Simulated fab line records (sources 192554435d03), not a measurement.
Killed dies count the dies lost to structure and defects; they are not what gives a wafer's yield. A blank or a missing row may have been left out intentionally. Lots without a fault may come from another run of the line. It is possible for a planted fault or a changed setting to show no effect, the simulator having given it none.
Which tool is to blame? -- flow n5Finfet -- Sampling: 9 lots, 24 wafers, 5 of 1938 route steps

WHAT EACH GAUGE READ, for each wafer
N5_FIN_SAQP_OCD_MEAS_76. Usual: trenchDepthNm at 120.0 nm, with a standard deviation of 2.2.
lot,measured,on,trenchDepthNm (nm),flag
L832,day 2 04:56,ocd-01,118.3 118.4 118.4,
L834,day 2 14:24,ocd-02,121.1 119.1 118.0,
L836,day 3 02:13,ocd-02,122.0 122.4 120.4,
L840,day 4 01:59,ocd-02,118.0 116.1 117.1,
L842,day 4 15:22,ocd-02,121.1 120.5 119.7,
L849,day 6 08:13,ocd-02,118.8 117.2,
L850,day 6 15:34,ocd-01,121.7 117.7,
L852,day 7 03:47,ocd-01,116.2 117.1 117.7,
L854,day 7 14:28,ocd-02,120.5 118.9,

N5_BEOL_M4_RC_MEAS_101. Usual: DIBL_N 35.9 mV/V, standard deviation 1.9; DIBL_P 35.8 mV/V, standard deviation 2.4; IOFF_N 0.15 nA/um, standard deviation 0.031; IOFF_P 0.21 nA/um, standard deviation 0.037; ION_N 672 uA/um, standard deviation 13; ION_P 462 uA/um, standard deviation 8.3; SS_N 71.5 mV/dec, standard deviation 0.72; SS_P 73.2 mV/dec, standard deviation 0.67; VT_N 250 mV, standard deviation 3.4; VT_P -250 mV, standard deviation 3.4.
lot,measured,on,DIBL_N (mV/V),DIBL_P (mV/V),IOFF_N (nA/um),IOFF_P (nA/um),ION_N (uA/um),ION_P (uA/um),SS_N (mV/dec),SS_P (mV/dec),VT_N (mV),VT_P (mV),flag
L832,day 7 22:57,prober-02,37.0 36.5 36.5,37.6 35.3 36.1,0.15 0.13 0.13,0.22 0.18 0.19,676 657 660,466 450 457,71.2 71.2 71.4,73.8 73.2 72.7,250 253 252,-250 -253 -251,
L834,day 8 16:59,prober-02,32.8 33.6 32.4,33.2 34.1 32.9,0.11 0.11 0.10,0.14 0.14 0.13,650 640 651,452 435 444,70.8 70.8 70.5,72.9 73.1 72.6,255 259 258,-258 -259 -258,
L836,day 9 12:59,prober-01,37.3 36.3 36.6,37.0 33.6 35.0,0.16 0.15 0.14,0.24 0.19 0.21,672 658 661,469 450 461,71.5 72.1 72.0,73.0 73.0 73.7,253 252 251,-246 -252 -251,
L840,day 9 13:34,prober-02,36.2 39.5 36.9,38.6 41.0 38.6,0.18 0.23 0.18,0.23 0.26 0.21,695 689 679,470 451 456,72.5 73.2 72.7,73.3 75.1 74.0,245 245 248,-250 -253 -254,
L842,day 10 09:46,prober-01,35.1 33.3 36.9,35.3 33.8 37.2,0.13 0.11 0.16,0.17 0.15 0.20,665 658 675,456 457 459,70.7 70.6 72.0,72.8 73.1 73.7,253 255 251,-254 -257 -251,
L849,day 11 21:17,prober-02,38.2 36.8,36.9 36.1,0.18 0.16,0.24 0.22,682 674,469 464,72.2 71.6,73.5 73.5,247 248,-251 -249,
L850,day 12 23:26,prober-01,38.3 37.1,38.0 36.6,0.18 0.16,0.23 0.20,693 674,480 455,71.4 72.0,73.7 73.1,250 251,-249 -253,
L852,day 13 07:49,prober-01,37.3 35.4 35.8,37.4 36.2 35.8,0.19 0.16 0.17,0.26 0.23 0.23,682 676 688,470 472 471,71.5 70.8 70.9,73.0 73.6 72.9,244 247 247,-246 -248 -248,
L854,day 13 22:01,prober-01,38.1 37.9,39.6 38.2,0.19 0.18,0.26 0.23,677 696,462 474,72.5 72.1,74.5 74.2,246 249,-246 -248,

TOOL THAT RAN EACH LOT (tool first, then ch and the chambers of the sampled wafers, then the start)
lot,N5_FIN_CUT_ETCH_21,N5_FIN_CUT_CUT_ETCH_26,N5_FIN_CUT_CUT_ETCH_27
L832,"rieDiel-01 ch 0,2,3, day 2 05:37","rieDiel-01 ch 0,2,3, day 2 05:58","rieDiel-01 ch 0,2,3, day 2 06:01"
L834,"rieDiel-02 ch 1,2, day 2 14:57","rieDiel-02 ch 1,2, day 2 15:17","rieDiel-02 ch 1,2, day 2 15:20"
L836,"rieDiel-03 ch 0,1,3, day 3 03:38","rieDiel-03 ch 0,1,3, day 3 03:59","rieDiel-03 ch 0,1,3, day 3 04:01"
L840,"rieDiel-01 ch 0,2, day 4 03:05","rieDiel-01 ch 0,2, day 4 03:25","rieDiel-01 ch 0,2, day 4 03:28"
L842,"rieDiel-02 ch 0,1,3, day 4 15:55","rieDiel-02 ch 0,1,3, day 4 16:16","rieDiel-02 ch 0,1,3, day 4 16:19"
L849,"rieDiel-02 ch 2,3, day 6 08:55","rieDiel-02 ch 2,3, day 6 09:15","rieDiel-02 ch 2,3, day 6 09:18"
L850,"rieDiel-02 ch 1,2, day 6 16:16","rieDiel-02 ch 1,2, day 6 16:29","rieDiel-02 ch 1,2, day 6 16:32"
L852,"rieDiel-01 ch 0,2, day 7 04:23","rieDiel-01 ch 0,2, day 7 04:43","rieDiel-01 ch 0,2, day 7 04:46"
L854,"rieDiel-02 ch 0,2, day 7 15:09","rieDiel-02 ch 0,2, day 7 15:29","rieDiel-02 ch 0,2, day 7 15:32"
- N5_FIN_CUT_ETCH_21: etches SOC in N2/H2, target depth 219 nm, overetch 43.8 nm, time 523.5 s.
- N5_FIN_CUT_CUT_ETCH_26: etches SiNx in CH3F/O2, target depth 39 nm, time 55.7 s.
- N5_FIN_CUT_CUT_ETCH_27: etches SiO2 in CHF3/O2, target depth 4 nm, overetch 2 nm, time 4.9 s.

AS READ BY THE TOOLS THEMSELVES (means over the sampled wafers that have a number; for cases with no such wafer, the mark the record gives instead)
N5_FIN_CUT_ETCH_21. Usual: drypumpMotorCurrentA 5.6 A, standard deviation 0.5; oesProductAu 0.73 a.u., standard deviation 0.062; rfVppV 241.1 V, standard deviation 1.7; runLengthS 546.9 s, standard deviation 0.46; showerheadPlenumPTorr 2.57 Torr, standard deviation 0.12; throttleValvePct 17.87 %, standard deviation 0.22.
lot,tool,drypumpMotorCurrentA (A),oesProductAu (a.u.),rfVppV (V),runLengthS (s),showerheadPlenumPTorr (Torr),throttleValvePct (%),flag
L832,rieDiel-01,5.4,0.69,240.8,546.7,2.54,18.00,
L834,rieDiel-02,5.7,0.73,238.7,546.6,2.38,17.77,
L836,rieDiel-03,5.5,0.73,241.3,547.0,2.59,17.91,
L840,rieDiel-01,5.7,0.67,240.7,547.2,2.57,18.01,
L842,rieDiel-02,5.3,0.74,241.0,546.8,2.56,17.71,
L849,rieDiel-02,5.8,0.77,240.8,546.5,2.52,17.77,
L850,rieDiel-02,5.5,0.70,238.7,547.0,2.38,17.73,
L852,rieDiel-01,5.3,0.80,242.5,547.0,2.69,17.79,
L854,rieDiel-02,5.7,0.71,239.2,546.5,2.44,18.12,

N5_FIN_CUT_CUT_ETCH_26. Usual: drypumpMotorCurrentA 5.6 A, standard deviation 0.5; mfcArSccm 150.0 sccm, standard deviation 0.43; oes_ar_750_au 0.79 a.u., standard deviation 0.067; oesProductAu 0.79 a.u., standard deviation 0.071; rfVppV 296 V, standard deviation 5; runLengthS 79.1 s, standard deviation 0.46; showerheadPlenumPTorr 2.02 Torr, standard deviation 0.09; throttleValvePct 16.44 %, standard deviation 0.18.
lot,tool,drypumpMotorCurrentA (A),mfcArSccm (sccm),oes_ar_750_au (a.u.),oesProductAu (a.u.),rfVppV (V),runLengthS (s),showerheadPlenumPTorr (Torr),throttleValvePct (%),flag
L832,rieDiel-01,5.4,149.9,0.75,0.74,292,79.1,2.00,16.55,
L834,rieDiel-02,5.6,150.3,0.79,0.80,297,79.0,1.88,16.42,
L836,rieDiel-03,5.4,149.8,0.79,0.78,294,79.4,2.05,16.49,
L840,rieDiel-01,5.7,149.8,0.72,0.71,293,79.1,2.02,16.51,
L842,rieDiel-02,5.3,150.3,0.81,0.80,297,78.9,2.02,16.35,
L849,rieDiel-02,5.8,150.1,0.84,0.83,297,86.5,2.00,16.48,OFF
L850,rieDiel-02,5.5,150.2,0.76,0.74,296,87.2,1.89,16.39,OFF
L852,rieDiel-01,5.3,150.2,0.88,0.88,295,79.2,2.11,16.29,
L854,rieDiel-02,5.7,149.7,0.77,0.77,296,86.9,1.93,16.64,OFF

N5_FIN_CUT_CUT_ETCH_27. Usual: drypumpMotorCurrentA 5.6 A (standard deviation 0.5); mfcArSccm 200.0 sccm (standard deviation 0.58); oes_ar_750_au 0.79 a.u. (standard deviation 0.066); oesProductAu 0.62 a.u. (standard deviation 0.053); rfVppV 522 V (standard deviation 9); showerheadPlenumPTorr 2.44 Torr (standard deviation 0.11); throttleValvePct 18.93 % (standard deviation 0.19).
lot,tool,drypumpMotorCurrentA (A),mfcArSccm (sccm),oes_ar_750_au (a.u.),oesProductAu (a.u.),rfVppV (V),showerheadPlenumPTorr (Torr),throttleValvePct (%),flag
L832,rieDiel-01,5.4,200.2,0.75,0.59,515,2.41,19.02,
L834,rieDiel-02,5.7,200.3,0.79,0.63,523,2.27,18.90,
L836,rieDiel-03,5.5,199.9,0.78,0.61,517,2.46,18.96,
L840,rieDiel-01,5.7,200.1,0.72,0.58,518,2.43,18.95,
L842,rieDiel-02,5.3,200.1,0.81,0.64,525,2.44,18.82,
L849,rieDiel-02,5.8,199.9,0.83,0.67,522,2.41,18.98,
L850,rieDiel-02,5.5,200.1,0.76,0.59,522,2.28,18.86,
L852,rieDiel-01,5.3,200.6,0.88,0.69,519,2.54,18.80,
L854,rieDiel-02,5.7,200.3,0.76,0.60,522,2.33,19.14,

THE ANSWER, worked out from the rows above alone
Rule: take the mean of a lot's wafers that have a number; if it is more than 3 standard deviations from the usual mean, the lot is off. A lot without any number at a reading at which 4 lots or more have one is off too. All remaining lots with rows at the step are treated as sound. The gauges are gone through in route order, then the tools' own readings, and for those a lot's mean is taken as printed above. At the first step where some lot is off, the reading lying furthest off is the one used; lots without a number count as furthest.
Off: L849, L850, L854, at N5_FIN_CUT_CUT_ETCH_26 (runLengthS).
A tool fits if, at that step or a process step before it, it ran every lot that is off, and no sound lot after the first of them. One fits: rieDiel-02 at N5_FIN_CUT_ETCH_21 and N5_FIN_CUT_CUT_ETCH_26. At N5_FIN_CUT_ETCH_21 its last sound lot is L842 (day 4 15:55), its first lot that is off L849 (day 6 08:55): a fault that began between those two fits.

WHAT WAS PUT IN BY THE SIMULATOR
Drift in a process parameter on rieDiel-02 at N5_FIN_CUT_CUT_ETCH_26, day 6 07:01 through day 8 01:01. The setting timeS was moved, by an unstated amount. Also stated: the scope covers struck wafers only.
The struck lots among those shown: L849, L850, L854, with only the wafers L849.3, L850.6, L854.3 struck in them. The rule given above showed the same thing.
